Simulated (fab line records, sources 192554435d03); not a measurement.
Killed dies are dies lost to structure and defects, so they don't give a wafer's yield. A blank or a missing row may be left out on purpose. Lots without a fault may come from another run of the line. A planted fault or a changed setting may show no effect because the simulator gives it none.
Chamber matching | flow n5_finfet | N5_BEOL_M1_PECVD_72 on pecvd-04: 3 sister chambers
The step deposits SiO2 from TEOS/O2, target thk 16 nm, time 18 s. 5 wafers are shown with their chamber, then 12 later ones without.

WAFERS WITH THEIR CHAMBER
wafer  | chamber | throttle_valve_pct (%) | showerhead_plenum_p_Torr (Torr)
L074.3 | 0       | 21.1                   | 8.73
L087.5 | 1       | 23.4                   | 8.71
L088.3 | 2       | 21.3                   | 8.77
L088.4 | 1       | 23.5                   | 8.70
L088.6 | 2       | 21.1                   | 8.78

WAFERS WITHOUT THEIR CHAMBER
wafer  | throttle_valve_pct (%) | showerhead_plenum_p_Torr (Torr)
L089.2 | 23.2                   | 8.70
L089.5 | 21.1                   | 8.75
L089.6 | 23.6                   | 8.69
L091.2 | 23.3                   | 8.69
L091.5 | 23.4                   | 8.72
L091.6 | 21.2                   | 8.71
L094.2 | 21.2                   | 8.76
L094.4 | 21.1                   | 8.77
L094.5 | 21.3                   | 8.77
L097.4 | 21.4                   | 8.76
L097.5 | 21.2                   | 8.73
L097.6 | 21.1                   | 8.79

WHICH CHAMBER EACH WENT THROUGH
wafer  | from the rows above     | in truth
L089.2 | 1                       | 1
L089.5 | can't be placed: 0 or 2 | 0
L089.6 | 1                       | 1
L091.2 | 1                       | 1
L091.5 | 1                       | 1
L091.6 | 0                       | 0
L094.2 | 2                       | 2
L094.4 | 2                       | 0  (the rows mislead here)
L094.5 | 2                       | 2
L097.4 | 2                       | 2
L097.5 | 0                       | 0
L097.6 | 2                       | 2
Placed correctly: 10 of 12. Can't be placed from these rows: 1 (the true chamber is among the candidates in 1). Placed wrongly: 1.
How it was worked out, from the rows above alone: a wafer's distance from a chamber is the root of the sum, over the readings, of the square of ((its reading less the chamber's mean) divided by the reading's scatter). The wafer belongs to the nearest chamber; if the next one is less than 2 further off, it can't be placed. A chamber's mean is the mean of its shown wafers. The scatter: the root of (the sum of the squares of (reading less its chamber's mean) over the shown wafers, divided by (wafers less chambers)).
